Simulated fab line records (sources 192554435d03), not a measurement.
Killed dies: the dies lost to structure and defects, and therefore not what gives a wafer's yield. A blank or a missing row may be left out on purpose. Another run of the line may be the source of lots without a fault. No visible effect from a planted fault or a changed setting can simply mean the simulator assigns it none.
Matching of chambers + flow n5Finfet + N5_BEOL_M3_STRIP_66 on rieDiel-05 has 4 sister chambers
The step strips in CF4. 4 wafers are shown with their chamber, then 9 later ones without.

## EACH WAFER AND ITS CHAMBER
| wafer  | chamber | drypumpMotorCurrentA (A) |
|--------|---------|--------------------------|
| L094.1 | 1       | 5.20                     |
| L094.3 | 0       | 5.76                     |
| L094.5 | 2       | 5.71                     |
| L094.6 | 3       | 5.75                     |

## WAFERS WITH NO CHAMBER GIVEN
| wafer  | drypumpMotorCurrentA (A) |
|--------|--------------------------|
| L095.1 | 5.75                     |
| L095.5 | 5.18                     |
| L095.6 | 5.80                     |
| L096.3 | 5.19                     |
| L096.5 | 5.76                     |
| L096.6 | 5.19                     |
| L097.1 | 5.79                     |
| L097.3 | 5.75                     |
| L097.5 | 5.63                     |

## EACH ONE'S CHAMBER
| wafer  | from the rows above          | in truth |
|--------|------------------------------|----------|
| L095.1 | can't be placed: 3 or 0 or 2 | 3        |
| L095.5 | 1                            | 1        |
| L095.6 | can't be placed: 0 or 3 or 2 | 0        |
| L096.3 | 1                            | 1        |
| L096.5 | can't be placed: 0 or 3 or 2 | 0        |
| L096.6 | 1                            | 1        |
| L097.1 | can't be placed: 0 or 3 or 2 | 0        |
| L097.3 | can't be placed: 3 or 0 or 2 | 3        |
| L097.5 | can't be placed: 2 or 3 or 0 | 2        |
Placed correctly: 3 of 9. Can't be placed from these rows: 6 (the true chamber is among the candidates in 6). Number placed wrongly: 0.
How it was worked out, from the rows above alone: a wafer's distance from a chamber is the root of the sum, over the readings, of the square of ((its reading less the chamber's mean) divided by the reading's scatter). If the next closest chamber is less than 2 further off than the closest, the wafer can't be placed; otherwise it belongs to the closest. A chamber's mean is the mean of its shown wafers. The scatter (one wafer shown for each chamber): square how far every hidden wafer sits from the nearest shown wafer, average those squares and take the square root.
